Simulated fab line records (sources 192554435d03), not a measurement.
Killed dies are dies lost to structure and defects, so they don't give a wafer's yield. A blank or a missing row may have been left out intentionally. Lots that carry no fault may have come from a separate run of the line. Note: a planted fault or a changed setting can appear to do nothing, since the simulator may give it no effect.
fab line records -- flow n5-finfet
record: lots: 11, wafers: 27, last-day: 19
route steps=1938 shown BEOL_M4@1111 BEOL_M8@1368 BEOL_M9@1402 PASSIVATION@1936
lots that met no fault: taken from a fault-free run of the same line
start-h: hours from the record's opening day to when the first of the lot's shown wafers began -- wait-h: hours elapsed since this lot's preceding step -- " same as the row above -- L1.1+2: several wafers, shown together as one row -- - value missing, or start not given -- * or withheld: withheld -- < > ~ a bound
route shown NAME@n: NAME is a module with steps in the file, n the number in the route of the first one -- usual: mean/standard deviation of fault-free wafers -- same: alike in all rows -- chamber/n: place in a boat -- sites: each site's reading -- _std_site: how widely they spread, as a standard deviation -- _edge_site: outer sites' mean less inner sites' -- radius-mm: for every site, how far away it sits from the centre of the wafer -- mask NAME#n: copy n -- behind: tool/chamber where the wafer was last shaped -- hold: reason for holding the lot/hours on hold/outcome of the hold -- device: the n, p or np transistor that did not switch -- end of line: at the end of the route, the tests of the same wafers -- for a step that has no rows: nothing shown but its recipe -- killed: dies lost to structure and defects at the first sort, not the wafer's yield -- map: per-die view of a wafer (x killed, . not killed, _ where there is no die)
set.NAME: the setting the step ran with; set.NAME@STEP: the setting that earlier step ran with -- model.NAME: the simulator's own value behind a step, which no gauge read
route steps across a sampled set of lots; one table per step, one row per wafer
services: a tool's chamber out of use, with start hour (start-h, from the record's first day; less than 0 if before it), hours out, and reason
== steps ==
step: N5_BEOL_M4_RC_MEAS_101
usual: DIBL_N: 36.4/2.2, DIBL_P: 36.3/2.5, IOFF_N: 0.17/0.052, IOFF_P: 0.23/0.049, ION_N: 674/17, ION_P: 464/11, SS_N: 71.7/0.98, SS_P: 73.3/0.84, VT_N: 250/4, VT_P: -249/3.8
lot.wafer,tool,chamber,start-h,wait-h,DIBL_N[mV/V],DIBL_P[mV/V],IOFF_N[nA/um],IOFF_P[nA/um],ION_N[uA/um],ION_P[uA/um],SS_N[mV/dec],SS_P[mV/dec],VT_N[mV],VT_P[mV]
L812.3,prober-01,0,233.47,0.3,35.7,36.6,0.16,0.28,683,483,71.7,73.1,250,-239
L812.6,prober-01,0,233.47,0.3,39.7,41.8,0.26,0.42,714,495,71.7,74.6,241,-238
L810.1,prober-02,0,239.10,0.0,37.6,38.8,0.21,0.33,691,477,71.3,73.8,246,-242
L810.5,prober-02,0,239.10,0.0,36.1,35.6,0.16,0.25,686,481,71.6,73.1,251,-244
L810.6,prober-02,0,239.10,0.0,33.2,33.2,0.12,0.21,656,464,70.8,72.4,256,-247
L817.1,prober-01,0,242.72,0.0,41.1,40.1,0.28,0.34,689,468,73.3,74.4,242,-240
L817.2,prober-01,0,242.72,0.0,36.0,35.0,0.16,0.24,667,465,70.9,72.9,248,-247
L817.5,prober-01,0,242.72,0.0,35.1,33.7,0.13,0.20,650,453,71.6,72.8,251,-249
L813.1,prober-01,0,256.79,0.0,34.1,32.0,0.11,0.18,652,460,71.0,72.5,257,-249
L813.2,prober-01,0,256.79,0.0,35.5,34.3,0.14,0.22,664,463,70.7,73.3,252,-246
L816.2,prober-01,0,259.32,0.2,34.4,35.8,0.15,0.20,683,464,72.2,73.1,248,-250
L816.5,prober-01,0,259.32,0.2,34.4,36.2,0.14,0.22,651,454,71.8,73.4,253,-252
L822.1,prober-01,0,277.38,0.0,35.7,34.5,0.13,0.21,649,452,70.9,73.4,254,-249
L822.4,prober-01,0,277.38,0.0,37.0,36.6,0.17,0.26,680,468,71.5,73.4,246,-246
L821.1,prober-02,0,284.41,0.0,37.6,37.1,0.18,0.23,681,466,70.9,73.2,247,-250
L821.5,prober-02,0,284.41,0.0,43.4,42.4,0.33,0.33,675,454,74.1,74.4,241,-248
L826.3,prober-02,0,323.89,0.3,38.8,39.7,0.20,0.27,694,471,71.7,74.4,244,-250
L826.4,prober-02,0,323.89,0.3,33.4,32.7,0.10,0.15,650,455,70.5,72.4,257,-254
L826.5,prober-02,0,323.89,0.3,33.9,33.5,0.11,0.17,648,448,70.8,72.1,254,-252
L829.1,prober-02,0,331.96,0.0,35.2,34.1,0.15,0.20,683,464,71.3,72.3,249,-251
L829.5,prober-02,0,331.96,0.0,35.0,34.6,0.14,0.20,675,466,71.2,72.1,251,-250
L829.6,prober-02,0,331.96,0.0,36.6,36.3,0.17,0.23,689,470,72.5,73.7,249,-249
L830.3,prober-01,0,348.84,0.3,35.3,35.1,0.15,0.21,679,470,71.6,73.5,252,-248
L830.5,prober-01,0,348.84,0.3,37.2,37.3,0.19,0.24,687,470,71.8,73.9,247,-249
L830.6,prober-01,0,348.84,0.3,32.0,30.7,0.11,0.16,676,470,69.8,72.2,255,-253
L831.1,prober-01,0,349.46,0.7,33.5,34.5,0.12,0.19,652,459,71.2,72.9,255,-249
L831.4,prober-01,0,349.46,0.7,34.1,34.9,0.14,0.20,674,470,70.4,71.8,248,-249
step: N5_BEOL_M8_DESCUM_33
recipe: chemistry: O2, time-s: 7, source-power-w: 50, bias-power-w: 20, pressure-mtorr: 20, rf-frequency-hz: 2.712e+07, temp-c: 40, resist: CAR-EUV, o2-flow-sccm: 225
usual: bias-power-w: 20.01/0.061, drypump-motor-current-A: 5.5/0.47, oes-product-au: 0.82/0.093, rf-vpp-V: 243.4/1.4, showerhead-plenum-p-Torr: 2.11/0.074, throttle-valve-pct: 20.41/0.26
lot.wafer,tool,chamber,start-h,wait-h,bias-power-w,drypump-motor-current-A,oes-product-au,rf-hours-counter-h,rf-vpp-V,showerhead-plenum-p-Torr,throttle-valve-pct
L812.3,rie-diel-04,3,267.36,0.0,19.96,6.0,0.88,48,243.6,2.13,20.47
L812.6,rie-diel-04,0,267.36,0.0,19.97,5.8,0.68,-,244.0,2.16,20.46
L810.1,rie-diel-02,2,274.57,0.0,20.00,5.2,0.74,155,244.5,2.21,20.48
L810.5,rie-diel-02,0,274.57,0.0,20.09,6.3,0.78,-,243.2,2.12,20.85
L810.6,rie-diel-02,1,274.57,0.0,19.93,5.5,0.94,-,242.6,2.06,20.52
L817.1,rie-diel-04,1,278.55,0.0,20.14,5.7,0.74,211,242.1,2.05,20.42
L817.2,rie-diel-04,0,278.55,0.0,19.92,5.8,0.67,243,244.0,2.16,20.45
L817.5,rie-diel-04,0,278.55,0.0,20.09,5.8,0.67,-,243.2,2.16,20.44
L813.1,rie-diel-04,0,297.67,0.3,19.92,5.8,0.66,248,244.6,2.15,20.46
L813.2,rie-diel-04,2,297.67,0.3,20.05,6.2,0.90,38,244.4,2.23,20.32
L816.2,rie-diel-03,0,297.80,0.3,19.98,5.0,0.79,82,243.0,2.10,20.37
L816.5,rie-diel-03,2,297.80,0.3,20.03,5.2,0.69,-,241.4,1.99,20.82
L822.1,rie-diel-04,2,321.01,0.0,19.94,6.2,0.88,48,244.9,2.22,20.34
L822.4,rie-diel-04,1,321.01,0.0,20.01,5.7,0.73,-,242.7,2.04,20.44
L821.1,rie-diel-03,1,321.19,0.0,20.07,5.8,0.94,15,240.2,2.04,20.02
L821.5,rie-diel-03,1,321.19,0.0,20.14,5.8,0.94,-,243.2,2.04,20.01
L826.3,rie-diel-02,3,365.60,0.4,20.00,5.7,0.83,64,242.7,2.06,20.42
L826.4,rie-diel-02,0,365.60,0.4,19.98,6.3,0.74,152,242.7,2.11,20.93
L826.5,rie-diel-02,1,365.60,0.4,19.98,5.5,0.88,-,242.1,2.05,20.57
L829.1,rie-diel-02,2,369.50,0.5,19.97,5.3,0.71,195,243.4,2.19,20.54
L829.5,rie-diel-02,0,369.50,0.5,20.06,6.3,0.75,-,243.4,2.11,20.91
L829.6,rie-diel-02,3,369.50,0.5,19.95,5.7,0.85,-,242.3,2.06,20.43
L830.3,rie-diel-03,1,380.39,0.1,19.96,5.9,0.90,31,241.8,2.04,20.02
L830.5,rie-diel-03,3,380.39,0.1,20.08,4.8,0.84,-,245.6,2.19,20.13
L830.6,rie-diel-03,1,380.39,0.1,19.90,5.9,0.90,-,240.7,2.04,20.03
L831.1,rie-diel-04,0,385.91,0.3,20.06,5.8,0.93,23,243.7,2.15,20.12
L831.4,rie-diel-04,3,385.91,0.3,20.07,6.0,0.83,-,244.0,2.11,20.56
step: N5_BEOL_M8_STRIP_80
recipe: chemistry: N2/H2, time-s: 10, power-w: 450, temp-c: 40, pressure-mtorr: 20, rf-frequency-hz: 6e+07, bias-power-w: 7, n2-flow-sccm: 200, h2-flow-sccm: 200
usual: bias-power-w: 6.994/0.021, drypump-motor-current-A: 5.5/0.47, n2-flow-sccm: 200.0/0.58, oes-product-au: 0.82/0.092, rf-vpp-V: 59.2/0.88, showerhead-plenum-p-Torr: 2.56/0.094, throttle-valve-pct: 23.52/0.24
lot.wafer,tool,chamber,start-h,wait-h,bias-power-w,drypump-motor-current-A,n2-flow-sccm,oes-product-au,rf-hours-counter-h,rf-vpp-V,showerhead-plenum-p-Torr,throttle-valve-pct
L812.3,rie-diel-04,3,-,-,7.019,6.0,199.8,0.88,48,59.9,2.60,23.65
L812.6,rie-diel-04,0,-,-,7.004,5.8,199.9,0.68,-,60.3,2.63,23.83
L810.1,rie-diel-02,2,-,-,6.985,5.3,200.8,0.74,155,59.9,2.62,23.48
L810.5,rie-diel-02,0,-,-,6.983,6.3,200.6,0.77,-,59.3,2.53,23.46
L810.6,rie-diel-02,1,-,-,6.982,5.5,199.4,0.94,-,59.3,2.51,23.92
L817.1,rie-diel-04,1,-,-,6.981,5.7,199.7,0.74,212,58.3,2.53,23.84
L817.2,rie-diel-04,0,-,-,6.963,5.8,200.6,0.67,243,58.9,2.63,23.84
L817.5,rie-diel-04,0,-,-,6.969,5.8,200.0,0.67,-,60.5,2.63,23.84
L813.1,rie-diel-04,0,-,-,6.978,5.8,200.6,0.67,248,58.1,2.63,23.85
L813.2,rie-diel-04,2,-,-,6.987,6.2,199.0,0.90,38,59.7,2.69,23.42
L816.2,rie-diel-03,0,-,-,6.991,5.0,199.8,0.78,83,59.0,2.54,23.20
L816.5,rie-diel-03,2,-,-,6.963,5.2,200.8,0.69,-,58.8,2.39,23.68
L822.1,rie-diel-04,2,-,-,6.991,6.2,200.3,0.88,48,59.2,2.68,23.45
L822.4,rie-diel-04,1,-,-,6.990,5.7,200.9,0.73,-,59.8,2.52,23.84
L821.1,rie-diel-03,1,-,-,7.023,5.8,199.9,0.93,15,58.9,2.49,23.34
L821.5,rie-diel-03,1,-,-,7.006,5.9,199.7,0.94,-,59.3,2.49,23.36
L826.3,rie-diel-02,3,-,-,6.982,5.7,201.7,0.84,64,58.1,2.44,23.02
L826.4,rie-diel-02,0,-,-,6.967,6.3,200.1,0.74,152,58.7,2.51,23.52
L826.5,rie-diel-02,1,-,-,6.993,5.5,200.2,0.89,-,59.3,2.49,23.98
L829.1,rie-diel-02,2,-,-,6.988,5.2,199.0,0.71,195,59.7,2.61,23.55
L829.5,rie-diel-02,0,-,-,7.033,6.3,199.8,0.75,-,58.0,2.51,23.51
L829.6,rie-diel-02,3,-,-,6.985,5.7,200.0,0.84,-,58.7,2.44,23.03
L830.3,rie-diel-03,1,-,-,7.024,5.8,198.6,0.90,31,59.2,2.48,23.38
L830.5,rie-diel-03,3,-,-,7.033,4.9,201.3,0.83,-,59.3,2.68,23.39
L830.6,rie-diel-03,1,-,-,7.023,5.8,199.2,0.90,-,58.0,2.48,23.37
L831.1,rie-diel-04,0,-,-,7.016,5.8,200.5,0.95,23,58.2,2.62,23.54
L831.4,rie-diel-04,3,-,-,6.973,6.0,199.8,0.83,-,58.8,2.58,23.73
step: N5_BEOL_M8_ECD_50
recipe: material: Cu, target-thk-a: 3000
lot.wafer,tool,chamber,start-h,wait-h
L812.3+6,ecd-cu-02,1,269.89,0.1
L810.1+5+6,ecd-cu-01,"1,1,0",276.77,0.1
L817.1+2+5,ecd-cu-02,"0,1,0",280.87,0.1
L813.1+2,ecd-cu-01,"1,0",299.62,0.1
L816.2+5,ecd-cu-01,"0,1",300.28,0.1
L822.1+4,ecd-cu-01,"0,1",323.33,0.1
L821.1+5,ecd-cu-01,"0,1",323.47,0.1
L826.3+4+5,ecd-cu-01,"1,0,0",368.61,0.1
L829.1+5+6,ecd-cu-01,"0,0,1",371.88,0.1
L830.3+5+6,ecd-cu-02,"0,1,0",382.30,0.1
L831.1+4,ecd-cu-02,0,389.41,0.1
step: N5_BEOL_M8_CMP_52
recipe: stop-on: SiCOH_lowk, t-overpolish-s: 6.9, down-force-psi: 1, platen-rpm: 50, clearing-platen-down-force-psi: 1.5, clearing-platen-rpm: 50, post-cmp-clean: cu-alkaline, target-thk-nm: 80, clearing-platen-pad-velocity-m-s: 0.99484, pad-velocity-m-s: 0.99484
usual: head-pressure-psi: 1.0004/0.0023, motor-current-A: 6.2/0.67, time-to-endpoint-s: 61/4.2
lot.wafer,tool,chamber,start-h,wait-h,head-pressure-psi,motor-current-A,time-to-endpoint-s
L812.3,cmp-01,2,270.31,0.2,1.0000,6.5,61
L812.6,cmp-01,2,270.31,0.2,1.0021,6.5,60
L810.1,cmp-02,0,277.78,0.3,1.0029,7.2,57
L810.5,cmp-02,3,277.78,0.3,0.9973,6.3,66
L810.6,cmp-02,0,277.78,0.3,1.0024,7.6,56
L817.2,cmp-04,3,281.53,0.3,1.0000,5.8,56
L817.1,cmp-04,0,281.53,0.3,1.0001,5.9,57
L817.5,cmp-04,1,281.53,0.3,1.0011,6.4,58
L813.2,cmp-04,2,300.29,0.2,1.0032,6.4,61
L813.1,cmp-04,3,300.29,0.2,1.0038,5.8,61
L816.2,cmp-01,2,300.75,0.3,0.9997,6.9,62
L816.5,cmp-01,1,300.75,0.3,1.0006,7.2,71
L822.1,cmp-01,0,324.14,0.3,0.9991,5.7,69
L822.4,cmp-01,1,324.14,0.3,0.9979,7.0,69
L821.1,cmp-02,3,324.41,0.3,0.9986,6.4,68
L821.5,cmp-02,3,324.41,0.3,0.9988,6.3,68
L826.4,cmp-02,3,369.07,0.1,0.9997,6.4,6
L826.3,cmp-02,0,369.07,0.1,0.9991,7.1,0
L826.5,cmp-02,3,369.07,0.1,1.0002,6.3,3
L829.1,cmp-04,0,372.96,0.3,1.0035,6.1,0
L829.6,cmp-04,0,372.96,0.3,0.9997,6.1,0
L829.5,cmp-04,1,372.96,0.3,1.0005,6.5,0
L830.3,cmp-01,3,382.81,0.2,1.0033,6.6,0
L830.6,cmp-01,1,382.81,0.2,1.0025,7.2,5
L830.5,cmp-01,2,382.81,0.2,0.9979,6.7,0
L831.4,cmp-01,3,389.93,0.2,1.0013,5.9,53
L831.1,cmp-01,2,389.93,0.2,1.0036,6.3,58
step: N5_BEOL_M9_CURE_71
recipe: temp-c: 385, time-s: 240, ambient: He/Ar, material: SiCOH_lowk
usual: lamp-power-pct: 52.31/0.055, wafer_temp_C_max: 387.2/0.68
lot.wafer,tool,chamber,start-h,wait-h,lamp-power-pct,wafer_temp_C_max
L812.3,uv-cure-03,0,271.03,0.2,52.29,386.8
L812.6,uv-cure-03,0,271.03,0.2,52.32,387.3
L810.1,uv-cure-02,1,278.31,0.0,52.24,388.9
L810.5,uv-cure-02,1,278.31,0.0,52.31,387.1
L810.6,uv-cure-02,1,278.31,0.0,52.27,387.9
L817.1,uv-cure-03,0,282.02,0.0,52.36,386.8
L817.2,uv-cure-03,0,282.02,0.0,52.44,387.1
L817.5,uv-cure-03,0,282.02,0.0,52.33,387.3
L813.1,uv-cure-03,2,300.82,0.0,52.33,388.0
L813.2,uv-cure-03,2,300.82,0.0,52.31,387.2
L816.2,uv-cure-02,1,301.32,0.1,52.35,388.2
L816.5,uv-cure-02,1,301.32,0.1,52.36,387.5
L822.1,uv-cure-01,1,324.67,0.0,52.41,386.1
L822.4,uv-cure-01,1,324.67,0.0,52.34,387.1
L821.1,uv-cure-03,1,324.94,0.0,52.31,386.6
L821.5,uv-cure-03,1,324.94,0.0,52.22,386.5
L831.1,uv-cure-01,0,390.50,0.0,52.25,386.3
L831.4,uv-cure-01,0,390.50,0.0,52.32,386.7
step: N5_PASSIVATION_PROBE_49
usual: defect-limited-yield: 91.2/1.4, killed_at_M0_to_M3: 34/9.3, killed_at_M4_up: 14/5.9, killed-at-contacts: 14/5.7, killed-at-front-end: 38/10, killed-at-other: 4/3.2, killed-dies: 104/17, killed-on-rim: 14/4, killed-open: 67/13, killed-short: 33/6.9, sort_bin_5_function: 5.2/1, sort_bin_6_memory: 3.3/0.61, sort_bin_8_speed: 0.3/1.8, sort-n-pass: 1069/52
same: gross-dies: 1180, killed-at-back-side: 0, sort_bin_4_leakage[%]: 0
lot.wafer,tool,chamber,start-h,wait-h,defect-limited-yield[%],killed_at_M0_to_M3,killed_at_M4_up,killed-at-contacts,killed-at-front-end,killed-at-other,killed-dies,killed-on-rim,killed-open,killed-short,sort_bin_5_function[%],sort_bin_6_memory[%],sort_bin_8_speed[%],sort-n-pass
L822.1,prober-01,-,392.21,0.0,90.8,41,15,14,39,0,109,16,65,39,5.3,3.6,0.2,1069
L822.4,prober-01,-,392.36,0.2,88.6,43,11,16,57,8,135,20,80,43,7.0,4.0,0,1045
L821.1,prober-02,-,398.61,0.0,93.0,22,17,10,31,3,83,15,63,18,4.2,2.8,0,1097
L821.5,prober-02,-,398.81,0.2,93.6,19,19,7,28,3,76,11,47,26,4.5,1.8,0,1099
L826.3,prober-01,-,431.67,0.1,0,41,1089,22,25,3,1180,152,63,29,96.4,3.3,0,0
L826.4,prober-01,-,431.72,0.2,0,37,1104,7,25,7,1180,152,56,33,97.0,2.8,0,0
L826.5,prober-01,-,431.77,0.2,0,33,1104,6,30,7,1180,152,64,22,96.5,3.3,0,0
L829.1,prober-02,-,438.40,0.0,0,31,1095,20,33,1,1180,152,66,33,96.7,2.9,0,0
L829.5,prober-02,-,438.60,0.2,0,27,1109,12,31,1,1180,152,59,19,96.9,2.8,0,0
L829.6,prober-02,-,438.65,0.3,0,26,1101,7,44,2,1180,152,46,34,97.3,2.5,0,0
L830.3,prober-01,-,461.94,0.9,0,23,1130,14,11,2,1180,152,53,17,97.6,2.1,0,0
L830.5,prober-01,-,462.04,1.0,0,28,1101,17,32,2,1180,152,67,28,96.7,3.1,0,0
L830.6,prober-01,-,462.09,1.0,0,26,1111,9,31,3,1180,152,56,27,97.2,2.7,0,0
killed by level:class
L822.1 BEOL_M0_SAQP:geometric-particle:short=10 BEOL_M1:geometric-particle:open=10 GATE_CUT:geometric-particle:short=9 MOL_CONTACT_COAG:geometric-particle:open=9 BEOL_M0_SAQP:geometric-particle:open=7 BEOL_M0:geometric-particle:open=7 STI_FIN_REVEAL:geometric-particle:open=6 FIN_SAQP:geometric-particle:open=5
L822.4 STI_FIN_REVEAL:geometric-particle:open=18 MOL_CONTACT_COAG:geometric-particle:open=14 BEOL_M0_SAQP:geometric-particle:open=13 BEOL_M0_SAQP:geometric-particle:short=8 BEOL_M1:geometric-particle:open=8 PASSIVATION:area-etch=8 GATE_CUT:geometric-particle:short=7 FIN_SAQP:geometric-particle:short=6
L821.1 MOL_CONTACT_COAG:geometric-particle:open=9 BEOL_M2:geometric-particle:open=7 BEOL_M4:geometric-particle:open=7 STI_FIN_REVEAL:geometric-particle:open=6 BEOL_M1:geometric-particle:open=6 FIN_SAQP:geometric-particle:open=5 STARTING-WAFER:geometric-particle:short=4 DUMMY_GATE:geometric-particle:open=3
L821.5 STI_FIN_REVEAL:geometric-particle:open=10 BEOL_M4:geometric-particle:open=7 FIN_SAQP:geometric-particle:short=5 MOL_CONTACT_COAG:geometric-particle:open=5 BEOL_M2:geometric-particle:open=4 GATE_CUT:geometric-particle:short=3 BEOL_M0_SAQP:geometric-particle:short=3 BEOL_M3:geometric-particle:open=3
L826.3 BEOL_M8:area-ecd=1070 MOL_CONTACT_COAG:area-etch=18 BEOL_M1:geometric-particle:open=9 BEOL_M4:geometric-particle:open=9 BEOL_M2:geometric-particle:open=8 BEOL_M0_SAQP:geometric-particle:short=8 BEOL_M0_SAQP:geometric-particle:open=8 DUMMY_GATE:geometric-particle:open=5
L826.4 BEOL_M8:area-ecd=1088 BEOL_M1:geometric-particle:open=9 BEOL_M0_SAQP:geometric-particle:short=7 BEOL_M4:geometric-particle:open=7 MOL_CONTACT_COAG:geometric-particle:open=5 BEOL_M0_SAQP:geometric-particle:open=5 STARTING-WAFER:geometric-particle:open=5 FIN_SAQP:geometric-particle:open=4
L826.5 BEOL_M8:area-ecd=1088 STI_FIN_REVEAL:geometric-particle:open=9 BEOL_M4:geometric-particle:open=8 BEOL_M2:geometric-particle:open=7 FIN_SAQP:geometric-particle:open=6 BEOL_M0:geometric-particle:open=6 MOL_CONTACT_COAG:geometric-particle:open=5 BEOL_M1:geometric-particle:open=4
L829.1 BEOL_M8:area-ecd=1080 MOL_CONTACT_COAG:geometric-particle:open=16 STI_FIN_REVEAL:geometric-particle:open=10 BEOL_M2:geometric-particle:open=10 BEOL_M4:geometric-particle:open=6 BEOL_M0_SAQP:geometric-particle:short=5 BEOL_M1:geometric-particle:open=5 BEOL_M2:geometric-particle:short=5
L829.5 BEOL_M8:area-ecd=1102 MOL_CONTACT_COAG:geometric-particle:open=12 STI_FIN_REVEAL:geometric-particle:open=9 BEOL_M3:geometric-particle:open=7 DUMMY_GATE:geometric-particle:open=6 BEOL_M0_SAQP:geometric-particle:short=6 BEOL_M0_SAQP:geometric-particle:open=5 BEOL_M2:geometric-particle:open=4
L829.6 BEOL_M8:area-ecd=1098 STI_FIN_REVEAL:geometric-particle:open=12 BEOL_M0_SAQP:geometric-particle:short=9 STI_FIN_REVEAL:geometric-particle:short=7 BEOL_M3:geometric-particle:open=6 GATE_CUT:geometric-particle:short=5 MOL_CONTACT_COAG:geometric-particle:open=5 BEOL_M0_SAQP:geometric-particle:open=5
L830.3 BEOL_M8:area-ecd=1110 MOL_CONTACT_COAG:geometric-particle:open=13 BEOL_M2:geometric-particle:open=10 BEOL_M4:geometric-particle:open=8 BEOL_M0_SAQP:geometric-particle:open=4 BEOL_M0_SAQP:geometric-particle:short=4 BEOL_M8:geometric-particle:open=3 BEOL_M6:geometric-particle:open=3
L830.5 BEOL_M8:area-ecd=1084 MOL_CONTACT_COAG:geometric-particle:open=16 BEOL_M0_SAQP:geometric-particle:open=11 BEOL_M4:geometric-particle:open=9 BEOL_M0_SAQP:geometric-particle:short=8 STI_FIN_REVEAL:geometric-particle:open=7 STARTING-WAFER:geometric-particle:short=5 BEOL_M3:geometric-particle:open=3
L830.6 BEOL_M8:area-ecd=1097 BEOL_M0_SAQP:geometric-particle:open=8 BEOL_M2:geometric-particle:open=8 FIN_SAQP:geometric-particle:open=7 MOL_CONTACT_COAG:geometric-particle:open=6 BEOL_M4:geometric-particle:open=5 STI_FIN_REVEAL:geometric-particle:open=4 BEOL_M0_SAQP:geometric-particle:short=4
== services ==
tool,chamber,start-h,hours,kind
rie-diel-04,2,244.17,16.4,repair
ecd-cu-01,-,245.44,1.3,repair
ecd-cu-02,-,263.95,1.4,repair
cmp-04,-,274.33,6.9,pm
rie-diel-02,1,286.15,11.8,repair
cmp-02,-,295.18,1.3,repair
rie-diel-04,0,302.78,-,clean
rie-diel-04,0,302.78,-,consumable-replace:focus-ring
rie-diel-04,0,302.78,21.6,scheduled-down
rie-diel-04,0,302.78,21.6,vent-cycle
ecd-cu-01,-,304.75,2.1,repair
cmp-01,-,305.16,2.4,repair
cmp-02,-,305.50,7.7,pm
uv-cure-03,-,331.72,6.1,repair
rie-diel-02,3,333.88,28.2,repair
cmp-01,-,350.13,2.1,repair
uv-cure-02,-,352.21,2.4,repair
uv-cure-01,-,352.35,2.4,repair
rie-diel-03,1,359.08,5.1,repair
uv-cure-03,-,359.77,7.5,pm
cmp-02,-,370.34,6.5,repair
uv-cure-01,-,375.97,0.5,repair
rie-diel-04,1,382.68,-,clean
rie-diel-04,1,382.68,-,consumable-replace:focus-ring
== key ==
first-sign: step: N5_BEOL_M8_CMP_52, reading: time-to-endpoint-s, direction: down, sigmas: 14, usual: *, struck: *
effect: step: N5_PASSIVATION_PROBE_49, reading: killed_at_M4_up, direction: up, sigmas: 99+, usual: 14, struck: 1105
more-kills-born-at: N5_BEOL_M8_ECD_50@ecd-cu-01: 6526, N5_BEOL_M8_ECD_50@ecd-cu-02: 3291
met-at N5_BEOL_M8_ECD_50
struck-lots L826,L829,L830
later-rows-left-out L826.3,L826.4,L826.5,L829.1,L829.5,L829.6,L830.3,L830.5,L830.6
baseline-loss: step: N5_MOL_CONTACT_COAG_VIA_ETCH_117, wafers: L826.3
not-acting-at N5_BEOL_M8_DESCUM_33,N5_BEOL_M8_STRIP_80,N5_BEOL_M9_CURE_71
onset-between 323.47 368.61
fault: kind: skipped-step-whole, tool: ecd-cu-01,ecd-cu-02, chamber: -, onset-h: 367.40, steps: N5_BEOL_M8_ECD_50, scope: struck-lots-only
later-rows-left-out: the simulator's readings of these wafers behind a module that went badly wrong aren't trusted and aren't shown, but for the sort
baseline-loss: these wafers lose ten dies or more at that step, a loss of the line's own and not of a fault; the sort's usual values leave them out
